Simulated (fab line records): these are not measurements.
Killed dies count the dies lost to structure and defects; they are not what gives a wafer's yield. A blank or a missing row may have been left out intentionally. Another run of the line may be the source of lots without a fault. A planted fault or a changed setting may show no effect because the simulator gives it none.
A lot that was struck, set against a sound lot    flow nand_harc    14 steps out of a route of 1159
Sound: these wafers, L320.1, L320.4, L320.5. Struck: wafer L331.2 (L331.3, L331.5, from the same lot, were not struck and are left out); the cause is given at the end.
For every step that has rows: the tool of each side, followed by ch and its chambers, followed by its first start. Under that, the readings that differ: sound wafers    struck wafers    difference of the means    sigmas: that difference in standard deviations of wafers without a fault.
alike: words and numbers the same on both sides, and readings whose means are apart by under 2 such deviations; not compared: readings that were withheld, readings missing a value for some wafer, numbers with overlapping values and no deviation given by the record, and bounds like >300 which may hide the same value.
Wherever a step has rows on one side only, a row that says differs or no value, or a row with sigmas, the two part there. When numbers do not overlap yet have no deviation, they are printed without sigmas and do not part them. A reading missing from all wafers of one side parts the sides only when that side holds two or more wafers.

first, 7 steps without rows for these wafers: NHARC_A_M1_COAT_34 (time 65 s); NHARC_A_M1_COAT_03 (resist thk 90 nm); NHARC_A_M1_SOFTBAKE_04 (time 55 s); NHARC_A_M1_EBR_05; NHARC_A_M1_EXPOSE_06 (exposes mask A M1, target cd 120 nm); NHARC_A_M1_PEB_07 (peb time 65 s); NHARC_A_M1_DEVELOP_08 (develop time 35 s).
NHARC_A_M1_CD_MEAS_09: target cd 120 nm.
  sound on cd_sem-02 ch 0, day 17 23:49; struck on cd_sem-01 ch 0, day 21 18:33
  alike: cd_nm
NHARC_A_M1_OVL_MEAS_10: pitch 240 nm.
  sound: overlay-01 at day 17 23:54; struck: overlay-01 at day 21 18:38
  alike: overlay_x_nm, overlay_y_nm
NHARC_A_M1_INSPECT_11:
  sound: defect_inspect-02 at day 17 23:56; struck: defect_inspect-02 at day 21 18:40
  alike: raw_defect_count
NHARC_A_M1_DESCUM_14: chemistry O2, time 3 s.
  sound on rie_diel-11 ch 1,2,3, day 18 00:01; struck on rie_diel-11 ch 3, day 21 18:44
reading                sound              struck  difference  sigmas
oes_product_au (a.u.)  1.014 0.993 1.002  1.023   +0.020      +2
  alike: drypump_motor_current_A, o2_flow_sccm, rf_vpp_V, showerhead_plenum_p_Torr, throttle_valve_pct
  not compared: rf_hours_counter_h
NHARC_A_M1_ETCH_35: etches the open film in N2/H2, target depth 40 nm, overetch 12 nm, time 43.94 s.
  sound on rie_diel-11 ch 0,1, day 18 00:05; struck on rie_diel-11 ch 0, day 21 18:49
  alike: drypump_motor_current_A, n2_flow_sccm, oes_product_au, rf_vpp_V, run_length_s, showerhead_plenum_p_Torr, throttle_valve_pct
  not compared: rf_hours_counter_h
NHARC_A_M1_ETCH_15: etches the open film in C4F8/Ar, target depth 182.5 nm, time 91.2 s.
  sound on rie_diel-11 ch 0,2, day 18 00:10; struck on rie_diel-11 ch 0, day 21 18:55
reading           sound              struck  difference  sigmas
run_length_s (s)  112.6 112.3 112.0  99.1    -13.2       -31
  alike: oes_product_au, rf_vpp_V
  not compared: rf_hours_counter_h
NHARC_A_M1_CD_MEAS_16:
  sound: cd_sem-02 at day 18 00:18; struck: cd_sem-03 at day 21 19:03
  alike: cd_nm

## WHERE THEY PART
Earliest at NHARC_A_M1_DESCUM_14; latest, in this record, at NHARC_A_M1_ETCH_15. Later steps at which nothing parts them and some readings are alike: NHARC_A_M1_CD_MEAS_16.

WHY: what the simulator had put in
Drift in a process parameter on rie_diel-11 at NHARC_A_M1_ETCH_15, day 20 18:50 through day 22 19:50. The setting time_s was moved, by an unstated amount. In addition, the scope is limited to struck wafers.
